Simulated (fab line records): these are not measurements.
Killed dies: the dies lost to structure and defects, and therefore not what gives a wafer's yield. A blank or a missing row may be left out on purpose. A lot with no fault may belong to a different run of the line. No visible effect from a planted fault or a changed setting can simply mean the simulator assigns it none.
fab line records ; flow nand_harc
record lots=13; wafers=39; last_day=34
route steps=1302 shown A_STAIRCASE@748 THIN_TSV@1263 END@1302
lots that met no fault: taken from a fault-free run of the same line
start_h: hours from the record's opening day to when the first of the lot's shown wafers began ; wait_h: hours since the lot's step before ; " as in the row above ; L1.1+2: a row that stands for several wafers ; - no value present, or no start provided ; * or withheld: withheld ; < > ~ a bound
route shown NAME@n: NAME is a module with steps in the file, n the number in the route of the first one ; usual: mean and standard deviation over wafers with no fault ; same: alike in all rows ; chamber/n: place in a boat ; sites: readings site by site ; _std_site: standard deviation across them ; _edge_site: mean of outer sites minus mean of inner sites ; radius_mm: how far each site lies from the wafer's centre ; mask NAME#n: copy n ; behind: the most recent tool/chamber to have shaped the wafer ; hold: reason for holding the lot/hours on hold/outcome of the hold ; device: transistor that didn't switch, given as n, p or np ; end of line: the tests these same wafers got at the end of their route ; step lacking rows: just its recipe ; killed: dies that structure and defects cost at the first sort, which is not the same as the wafer's yield ; map: per-die view of a wafer (x killed, . not killed, _ where there is no die)
set.NAME: the setting as run; set.NAME@STEP: as run at that earlier step ; model.NAME: the simulator's own value behind a step, which no gauge read
the route's steps for a sample of lots (tables are steps, rows are wafers)
services: a tool's chamber out of use, with start hour (start_h, from the record's first day; less than 0 if before it), hours out, and reason
## steps
# step NHARC_A_STAIRCASE_ETCH_234
# recipe target_depth_a=1000; time_s=40.5; ion_energy_ev=400; c4f8_flow_sccm=20; o2_flow_sccm=10; ar_flow_sccm=withheld; rf_w=600; bias_w=1000; chemistry=C4F8/O2
# usual oes_product_au=0.944/0.011; rf_fwd_power_W=591.8/2.5; rf_vpp_V=898/5.6
# same time_s=40.5
lot.wafer;tool;chamber;start_h;wait_h;oes_product_au;rf_fwd_power_W;rf_hours_counter_h;rf_vpp_V
L755.4;rie_diel-07;2;361.91;-;0.968;588.7;24;893
L755.2;rie_diel-07;0;361.91;-;0.969;589.7;23;890
L755.1;rie_diel-07;1;361.91;-;0.967;590.2;22;904
L756.1;rie_diel-01;1;373.26;-;0.938;590.9;52;899
L756.2;rie_diel-01;2;373.26;-;0.938;591.2;58;895
L756.5;rie_diel-01;1;373.26;-;0.925;592.0;-;896
L757.1;rie_diel-01;0;376.73;-;0.937;592.5;52;893
L757.2;rie_diel-01;2;376.73;-;0.956;591.0;59;897
L757.4;rie_diel-01;3;376.73;-;0.960;590.7;59;888
L758.1;rie_diel-07;3;384.36;-;0.937;589.6;31;894
L758.2;rie_diel-07;0;384.36;-;0.942;592.7;30;891
L758.4;rie_diel-07;2;384.36;-;0.956;590.2;26;895
L759.2;rie_diel-07;2;400.79;-;0.945;587.5;34;893
L759.5;rie_diel-07;0;400.79;-;0.952;593.2;-;890
L759.4;rie_diel-07;1;400.79;-;0.951;591.3;-;904
L760.1;rie_diel-07;2;406.97;-;0.936;593.9;35;893
L760.2;rie_diel-07;3;406.97;-;0.940;597.9;40;894
L760.4;rie_diel-07;1;406.97;-;0.955;594.0;37;905
L761.2;rie_diel-07;2;416.19;-;0.942;591.1;38;892
L761.3;rie_diel-07;1;416.19;-;0.955;588.2;39;904
L761.5;rie_diel-07;3;416.19;-;0.933;591.2;-;893
L762.4;rie_diel-06;0;432.60;-;0.961;589.9;27;901
L762.5;rie_diel-06;2;432.60;-;0.962;590.4;-;905
L762.6;rie_diel-06;3;432.60;-;0.950;591.8;-;904
L769.2;rie_diel-01;0;496.87;-;0.954;591.4;34;892
L769.4;rie_diel-01;3;496.87;-;0.949;595.3;39;889
L769.5;rie_diel-01;0;496.87;-;0.947;594.0;-;891
L770.2;rie_diel-07;0;497.25;-;0.964;592.2;4;890
L770.4;rie_diel-07;2;497.25;-;0.938;591.4;4;894
L770.1;rie_diel-07;3;497.25;-;0.949;591.5;3;891
L775.4;rie_diel-06;1;549.50;-;0.943;596.6;13;903
L775.3;rie_diel-06;2;549.50;-;0.940;590.4;17;904
L775.1;rie_diel-06;3;549.50;-;0.949;590.3;18;903
L777.4;rie_diel-01;1;573.62;-;0.932;593.8;1;897
L777.2;rie_diel-01;0;573.62;-;0.951;593.8;0;891
L777.6;rie_diel-01;2;573.62;-;0.940;588.4;-;894
L778.1;rie_diel-06;3;596.82;-;0.946;589.3;32;904
L778.3;rie_diel-06;0;596.82;-;0.951;592.4;28;902
L778.5;rie_diel-06;1;596.82;-;0.919;591.4;-;902
# step NHARC_THIN_TSV_ETCH_15
# recipe target_depth_a=30000; bosch_target_overetch_cycles=2; bosch_etch_step_s=2.8; bosch_dep_step_s=1.2; bosch_cycles=14
# usual drypump_motor_current_A=5.7/0.42
lot.wafer;tool;chamber;start_h;wait_h;drypump_motor_current_A;rf_hours_counter_h
L755.4;rie_si-02;0;550.16;-;5.6;0.5
L755.1;rie_si-02;2;550.16;-;6.1;0.5
L755.2;rie_si-02;3;550.16;-;6.0;0.6
L756.2;rie_si-01;3;556.46;-;5.9;0
L756.1;rie_si-01;1;556.46;-;6.0;0
L756.5;rie_si-01;0;556.46;-;5.4;-
L757.4;rie_si-01;3;557.83;-;5.9;0.0
L757.1;rie_si-01;0;557.83;-;5.3;0.0
L757.2;rie_si-01;1;557.83;-;6.0;0.0
L758.2;rie_si-04;2;570.36;-;5.7;0.3
L758.4;rie_si-04;3;570.36;-;5.2;0.3
L758.1;rie_si-04;1;570.36;-;6.4;0.2
L759.2;rie_si-04;3;581.70;-;5.2;0.5
L759.4;rie_si-04;1;581.70;-;6.4;0.3
L759.5;rie_si-04;2;581.70;-;5.7;-
L760.1;rie_si-04;3;587.83;-;5.2;0.5
L760.4;rie_si-04;0;587.83;-;4.9;0.4
L760.2;rie_si-04;1;587.83;-;6.4;0.3
L761.2;rie_si-01;1;604.62;-;6.0;0.2
L761.3;rie_si-01;0;604.62;-;5.3;0.3
L761.5;rie_si-01;2;604.62;-;6.1;-
L762.4;rie_si-04;3;623.62;-;5.2;0.7
L762.6;rie_si-04;0;623.62;-;4.9;-
L762.5;rie_si-04;1;623.62;-;6.4;-
L769.2;rie_si-04;0;675.45;-;4.9;0.9
L769.4;rie_si-04;1;675.45;-;6.4;0.8
L769.5;rie_si-04;3;675.45;-;5.2;-
L770.2;rie_si-01;2;679.73;-;6.1;0.9
L770.1;rie_si-01;1;679.73;-;5.9;0.8
L770.4;rie_si-01;1;679.73;-;6.0;-
L775.1;rie_si-04;1;732.97;-;6.4;0.2
L775.4;rie_si-04;2;732.97;-;5.7;0.3
L775.3;rie_si-04;3;732.97;-;5.2;0.3
L777.2;rie_si-01;0;759.70;-;5.3;0.1
L777.4;rie_si-01;2;759.70;-;6.1;0.1
L777.6;rie_si-01;0;759.70;-;5.4;-
L778.1;rie_si-02;3;793.72;-;6.1;0.9
L778.3;rie_si-02;0;793.72;-;5.5;1.0
L778.5;rie_si-02;3;793.72;-;6.1;-
# step NHARC_THIN_TSV_STRIP_45
# recipe power_w=1500; temp_c=250; chemistry=O2
# usual drypump_motor_current_A=5.2/0.42; heater_power_w=328/10
lot.wafer;tool;chamber;start_h;wait_h;drypump_motor_current_A;heater_power_w;rf_hours_counter_h
L755.2;plasma_asher-02;1;550.42;0.1;4.9;320;28
L755.1;plasma_asher-02;0;550.42;0.1;5.9;328;28
L755.4;plasma_asher-02;1;550.42;0.1;4.9;326;-
L756.1;plasma_asher-02;1;556.68;0.1;4.9;329;30
L756.2;plasma_asher-02;0;556.68;0.1;5.9;338;30
L756.5;plasma_asher-02;1;556.68;0.1;4.9;321;-
L757.2;plasma_asher-01;1;558.03;0.1;5.1;331;7
L757.1;plasma_asher-01;0;558.03;0.1;4.9;315;7
L757.4;plasma_asher-01;0;558.03;0.1;5.0;315;-
L758.2;plasma_asher-01;1;570.58;0.1;5.0;325;9
L758.1;plasma_asher-01;0;570.58;0.1;4.9;312;9
L758.4;plasma_asher-01;1;570.58;0.1;5.0;337;-
L759.2;plasma_asher-01;1;581.95;0.1;5.1;329;11
L759.4;plasma_asher-01;1;581.95;0.1;5.1;326;-
L759.5;plasma_asher-01;1;581.95;0.1;5.1;330;-
L760.1;plasma_asher-02;0;588.04;0.1;5.9;332;35
L760.2;plasma_asher-02;1;588.04;0.1;5.0;325;35
L760.4;plasma_asher-02;0;588.04;0.1;5.9;334;-
L761.2;plasma_asher-01;0;604.90;0.1;4.9;314;16
L761.3;plasma_asher-01;0;604.90;0.1;4.9;313;-
L761.5;plasma_asher-01;1;604.90;0.1;5.1;329;-
L762.4;plasma_asher-01;0;623.89;0.2;4.9;313;-
L762.6;plasma_asher-01;0;623.89;0.2;4.9;320;-
L762.5;plasma_asher-01;1;623.89;0.2;5.1;328;-
L769.2;plasma_asher-02;1;675.70;0.1;4.9;336;13
L769.4;plasma_asher-02;0;675.70;0.1;5.9;343;-
L769.5;plasma_asher-02;0;675.70;0.1;5.9;335;-
L770.2;plasma_asher-02;1;679.97;0.1;4.9;330;13
L770.1;plasma_asher-02;0;679.97;0.1;5.8;335;13
L770.4;plasma_asher-02;0;679.97;0.1;5.9;337;-
L775.1;plasma_asher-02;0;733.23;0.1;5.9;335;26
L775.3;plasma_asher-02;1;733.23;0.1;4.9;337;-
L775.4;plasma_asher-02;0;733.23;0.1;5.9;336;-
L777.2;plasma_asher-02;1;759.95;0.1;4.9;324;32
L777.4;plasma_asher-02;0;759.95;0.1;5.9;329;-
L777.6;plasma_asher-02;0;759.95;0.1;5.9;347;-
L778.1;plasma_asher-02;1;793.93;0.1;4.9;355;0
L778.3;plasma_asher-02;0;793.93;0.1;5.9;332;-
L778.5;plasma_asher-02;0;793.93;0.1;5.9;328;-
# step NHARC_THIN_TSV_PRE_CLEAN_54
# recipe time_s=30; temp_c=280; gas=H2/He
# usual heater_power_w=403/20
# same time_s=30
lot.wafer;tool;chamber;start_h;wait_h;heater_power_w
L755.2;pvd_sputter-02;-;554.41;0.1;385
L755.1;pvd_sputter-02;-;554.41;0.1;371
L755.4;pvd_sputter-02;-;554.41;0.1;402
L756.1;pvd_sputter-02;-;560.47;0.1;406
L756.2;pvd_sputter-02;-;560.47;0.1;387
L756.5;pvd_sputter-02;-;560.47;0.1;412
L757.4;pvd_sputter-02;-;561.86;0.1;393
L757.2;pvd_sputter-02;-;561.86;0.1;413
L757.1;pvd_sputter-02;-;561.86;0.1;406
L758.2;pvd_sputter-01;-;574.52;0.0;425
L758.4;pvd_sputter-01;-;574.52;0.0;422
L758.1;pvd_sputter-01;-;574.52;0.0;374
L759.4;pvd_sputter-03;-;585.71;0.1;405
L759.2;pvd_sputter-03;-;585.71;0.1;445
L759.5;pvd_sputter-03;-;585.71;0.1;373
L760.1;pvd_sputter-03;-;592.02;0.0;386
L760.4;pvd_sputter-03;-;592.02;0.0;458
L760.2;pvd_sputter-03;-;592.02;0.0;458
L761.3;pvd_sputter-02;-;608.76;0.0;405
L761.2;pvd_sputter-02;-;608.76;0.0;382
L761.5;pvd_sputter-02;-;608.76;0.0;401
L762.4;pvd_sputter-01;-;627.91;0.0;417
L762.5;pvd_sputter-01;-;627.91;0.0;423
L762.6;pvd_sputter-01;-;627.91;0.0;423
L769.2;pvd_sputter-02;-;679.57;0.0;398
L769.4;pvd_sputter-02;-;679.57;0.0;385
L769.5;pvd_sputter-02;-;679.57;0.0;380
L770.1;pvd_sputter-02;-;683.80;0.0;384
L770.2;pvd_sputter-02;-;683.80;0.0;408
L770.4;pvd_sputter-02;-;683.80;0.0;381
L775.4;pvd_sputter-01;-;737.14;0.1;418
L775.1;pvd_sputter-01;-;737.14;0.1;426
L775.3;pvd_sputter-01;-;737.14;0.1;379
L777.4;pvd_sputter-02;-;763.71;0.1;395
L777.2;pvd_sputter-02;-;763.71;0.1;381
L777.6;pvd_sputter-02;-;763.71;0.1;400
L778.1;pvd_sputter-02;-;797.75;0.1;390
L778.3;pvd_sputter-02;-;797.75;0.1;414
L778.5;pvd_sputter-02;-;797.75;0.1;386
# step NHARC_END_SORT_01
# recipe temp_c=25
# usual killed_at_array=55/15; killed_at_other=1.0/1.2; killed_at_periphery=3.4/2.2; killed_dies=59/15; killed_open=3.2/2; killed_short=2.5/1.7
# same gross_dies=677
lot.wafer;tool;chamber;start_h;wait_h;killed_at_array;killed_at_other;killed_at_periphery;killed_dies;killed_open;killed_short
L770.1;prober-02;0;696.39;2.5;52;0;4;56;4;2
L770.2;prober-02;0;697.20;2.8;100;0;7;107;2;2
L770.4;prober-02;0;698.83;3.4;48;1;4;53;7;2
# killed by level:class
L770.1 A_CHANNEL_HOLE_D1:chamber_film_flake=31 A_STAIRCASE:chamber_film_flake=6 P_GATE:chamber_film_flake=3 A_CHANNEL_FILL_D2:chamber_film_flake=3 A_SLIT:chamber_film_flake=2 A_CONTACT:chamber_film_flake=2 P_GATE:geometric_particle:open=1 A_DECK1_JOINT:geometric_particle:open=1
L770.2 A_STAIRCASE:unspecified=74 A_CHANNEL_HOLE_D1:chamber_film_flake=19 P_GATE:chamber_film_flake=5 A_WL_FILL:geometric_particle:open=2 A_CHANNEL_HOLE_D2:chamber_film_flake=2 A_ONON_D1:geometric_particle:short=1 A_CHANNEL_FILL_D2:geometric_particle:short=1 P_STI:chamber_film_flake=1
L770.4 A_CHANNEL_HOLE_D1:chamber_film_flake=33 A_CHANNEL_HOLE_D2:chamber_film_flake=4 P_GATE:chamber_film_flake=3 A_SLIT:chamber_film_flake=3 A_CHANNEL_FILL_D1:geometric_particle:open=2 P_CONTACT:geometric_particle:open=1 A_ONON_D1:geometric_particle:short=1 A_CHANNEL_FILL_D1:geometric_particle:short=1
## services
tool;chamber;start_h;hours;kind
rie_si-04;-;342.00;9.0;pm
rie_diel-07;2;364.79;12.7;repair
rie_diel-07;2;418.06;6.2;repair
plasma_asher-02;-;426.32;9.0;pm
rie_si-04;-;437.09;0.9;repair
rie_diel-07;1;455.72;4.9;repair
pvd_sputter-02;-;460.01;10.0;pm
rie_diel-07;-;473.83;9.0;pm
rie_si-04;2;478.40;4.5;repair
pvd_sputter-02;-;479.59;1.7;repair
rie_si-04;-;519.00;9.0;pm
rie_diel-07;0;521.78;16.0;repair
rie_si-04;-;546.49;4.3;repair
rie_diel-07;2;548.44;31.2;repair
plasma_asher-02;-;603.32;9.0;pm
plasma_asher-02;-;621.65;4.1;repair
pvd_sputter-02;-;638.01;10.0;pm
rie_diel-07;3;648.84;12.2;repair
rie_diel-07;-;650.83;9.0;pm
rie_si-04;-;673.82;0.2;repair
rie_si-04;-;696.00;9.0;pm
rie_diel-07;0;703.23;5.1;repair
rie_si-04;1;738.16;6.9;repair
plasma_asher-02;-;780.32;9.0;pm
## key
first_sign step=NHARC_END_SORT_01; reading=killed_dies; direction=up; sigmas=3.2; usual=59; struck=107
effect step=NHARC_END_SORT_01; reading=killed_at_array; direction=up; sigmas=3; usual=55; struck=100
more_kills_born_at NHARC_A_STAIRCASE_ETCH_234@rie_diel-07=73
met_at NHARC_A_STAIRCASE_ETCH_234
struck_lots L770
struck_wafers L770.2
tester_left_out L770
not_acting_at NHARC_THIN_TSV_ETCH_15,NHARC_THIN_TSV_STRIP_45,NHARC_THIN_TSV_PRE_CLEAN_54
onset_between 400.79 497.25
fault kind=chamber_particle_source; tool=rie_diel-07; chamber=0; onset_h=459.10; steps=NHARC_A_STAIRCASE_ETCH_234; rate_per_visit_cm2=0.64702; end_h=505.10
# tester_left_out: of these lots the tester's yield and bins aren't shown, on N5 and GAA mostly nor the transistor test; their killed dies are dies lost to structure and defects alone, not to doping, threshold or leakage, so they don't give the yield
